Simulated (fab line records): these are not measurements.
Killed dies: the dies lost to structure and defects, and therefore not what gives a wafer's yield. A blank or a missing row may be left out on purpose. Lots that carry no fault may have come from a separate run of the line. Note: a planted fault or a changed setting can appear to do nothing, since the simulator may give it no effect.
Which tool is to blame? :: flow n5-finfet :: 10 lots, 27 wafers sampled, at 1 step of a route of 1938

## WHAT THE GAUGES SHOWED, per wafer
N5_BEOL_M7_CD_MEAS_28 targets a cd of 40 nm.
lot: L575
measured: day 9 02:42
on: cd-sem-02
cd-nm (nm): 40.17 40.05

lot: L576
measured: day 9 04:31
on: cd-sem-01
cd-nm (nm): 40.44 40.02

lot: L578
measured: day 9 14:04
on: cd-sem-01
cd-nm (nm): 40.22 40.71 40.43

lot: L579
measured: day 10 03:56
on: cd-sem-02
cd-nm (nm): 40.40 40.03 40.05

lot: L581
measured: day 10 15:55
on: cd-sem-03
cd-nm (nm): 40.32 40.32

lot: L583
measured: day 11 06:37
on: cd-sem-01
cd-nm (nm): 40.14 39.78 40.05

lot: L589
measured: day 12 11:17
on: cd-sem-01
cd-nm (nm): 40.19 39.61 39.76

lot: L594
measured: day 14 05:46
on: cd-sem-01
cd-nm (nm): 40.31 40.53 40.03

lot: L595
measured: day 14 06:31
on: cd-sem-01
cd-nm (nm): 40.05 40.42 40.22

lot: L597
measured: day 14 22:59
on: cd-sem-01
cd-nm (nm): 39.50 39.68 39.90

## TOOL THAT RAN EACH LOT (tool first, then ch and the chambers of the sampled wafers, then the start)
There is no process step in the record ahead of these readings.

## THE ANSWER, worked out from the rows above alone
Rule: what is usual is taken from the lots themselves. The widest of any qualifying gaps counts: lots, ordered by their means at a reading, are off when they make up no more than a third of the lots, leave a main group of 4 or more, and stand apart from it by 3 or more times the standard deviation of that group's means. If all means in a main group match to the digits the tables above print for the reading, that group is not used. A lot without any number at a reading at which 4 lots or more have one is off too. All remaining lots with rows at the step are treated as sound.
None of the lots is off at any reading shown; this tells nothing.

## WHAT THE SIMULATOR PUT IN
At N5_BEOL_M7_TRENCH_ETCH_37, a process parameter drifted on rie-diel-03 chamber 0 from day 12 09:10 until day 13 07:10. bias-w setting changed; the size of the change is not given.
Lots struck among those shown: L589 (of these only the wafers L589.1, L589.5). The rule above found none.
